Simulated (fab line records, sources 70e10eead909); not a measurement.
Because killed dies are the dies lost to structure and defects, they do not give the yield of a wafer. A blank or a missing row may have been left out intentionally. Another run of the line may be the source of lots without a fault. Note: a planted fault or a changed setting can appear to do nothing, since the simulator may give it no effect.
A lot that was struck, set against a sound lot    flow nand-harc    15 out of 1302 route steps
Sound: these wafers, L913.1, L913.3, L913.4. Struck: wafer L928.5 (L928.2, L928.6, from the same lot, were not struck and are left out); the cause is given at the end.
At each step with rows: each side's tool, then ch and its chambers, then its first start. Under that, the readings that differ: sound wafers    struck wafers    difference of the means    sigmas: that difference in standard deviations of wafers without a fault.
alike: readings whose means differ by less than 2 such deviations, and words and numbers that are the same on both sides. not compared: withheld readings, readings that some wafer has no value for, bounds like >300 that may hide the same value, and numbers for which the record gives no deviation and whose values overlap.
Wherever a step has rows on one side only, a row that says differs or no value, or a row with sigmas, the two part there. When numbers do not overlap yet have no deviation, they are printed without sigmas and do not part them. Lack of a reading on every wafer of one side parts them only where that side has two or more wafers.

first, 8 steps without rows for these wafers: NHARC_A_BLC_COAT_02 (time 75 s); NHARC_A_BLC_COAT_03 (time 65 s); NHARC_A_BLC_COAT_04 (resist thk 90 nm); NHARC_A_BLC_SOFTBAKE_05 (time 55 s); NHARC_A_BLC_EBR_06; NHARC_A_BLC_EXPOSE_07 (exposes mask A BLC, target cd 100 nm); NHARC_A_BLC_PEB_08 (peb time 65 s); NHARC_A_BLC_DEVELOP_09 (develop time 35 s).
NHARC_A_BLC_CD_MEAS_10: the cd target is 100 nm.
  sound on cd-sem-02 ch 0, day 24 08:20; struck on cd-sem-01 ch 0, day 30 00:24
  alike: cd-nm
NHARC_A_BLC_OVL_MEAS_11:
  struck on overlay-02, day 30 00:29; sound on overlay-01, day 24 08:25
reading            sound           struck  difference  sigmas
overlay-y-nm (nm)  -1.7 -1.9 -2.7  0.4     +2.5        +3
  alike: overlay-x-nm
NHARC_A_BLC_INSPECT_12:
  struck on defect-inspect-02, day 30 00:32; sound on defect-inspect-01, day 24 08:27
reading           sound        struck  difference  sigmas
raw-defect-count  170 133 150  72      -79         -2
NHARC_A_BLC_DESCUM_15: chemistry O2, time 3 s.
  sound on rie-diel-10 ch 0,1,3, day 24 08:35; struck on rie-diel-03 ch 3, day 30 00:37
reading              sound              struck  difference  sigmas
o2-flow-sccm (sccm)  199.6 200.2 200.4  198.1   -2.0        -3
  alike: drypump-motor-current-A, oes-product-au, rf-vpp-V, showerhead-plenum-p-Torr, throttle-valve-pct
  not compared: rf-hours-counter-h
NHARC_A_BLC_ETCH_16: etches the open film in CF4, target depth 39 nm, time 65 s.
  sound on rie-diel-10 ch 0,3, day 24 08:41; struck on rie-diel-03 ch 2, day 30 00:40
reading           sound              struck  difference  sigmas
run-length-s (s)  86.12 86.55 86.24  56.17   -30.13      -99 or more
  alike: drypump-motor-current-A, oes-product-au, rf-vpp-V, showerhead-plenum-p-Torr, throttle-valve-pct
  not compared: rf-hours-counter-h
NHARC_A_BLC_ETCH_17: etches the open film in N2/H2, target depth 390 nm, time 609.38 s.
  sound on rie-diel-10 ch 0,3; struck on rie-diel-03 ch 3
reading                 sound                 struck  difference  sigmas
throttle-valve-pct (%)  14.176 14.177 14.185  14.161  -0.018      -2
  alike: drypump-motor-current-A, oes-product-au, rf-vpp-V, run-length-s, showerhead-plenum-p-Torr
  not compared: rf-hours-counter-h
NHARC_END_SORT_01:
  at this point the record logs the struck wafers (prober-02 ch 0, day 31 22:44) and has no rows for the sound ones

## WHERE THEY PART
Earliest at NHARC_A_BLC_OVL_MEAS_11; latest, in this record, at NHARC_END_SORT_01.

WHY: what the simulator had put in
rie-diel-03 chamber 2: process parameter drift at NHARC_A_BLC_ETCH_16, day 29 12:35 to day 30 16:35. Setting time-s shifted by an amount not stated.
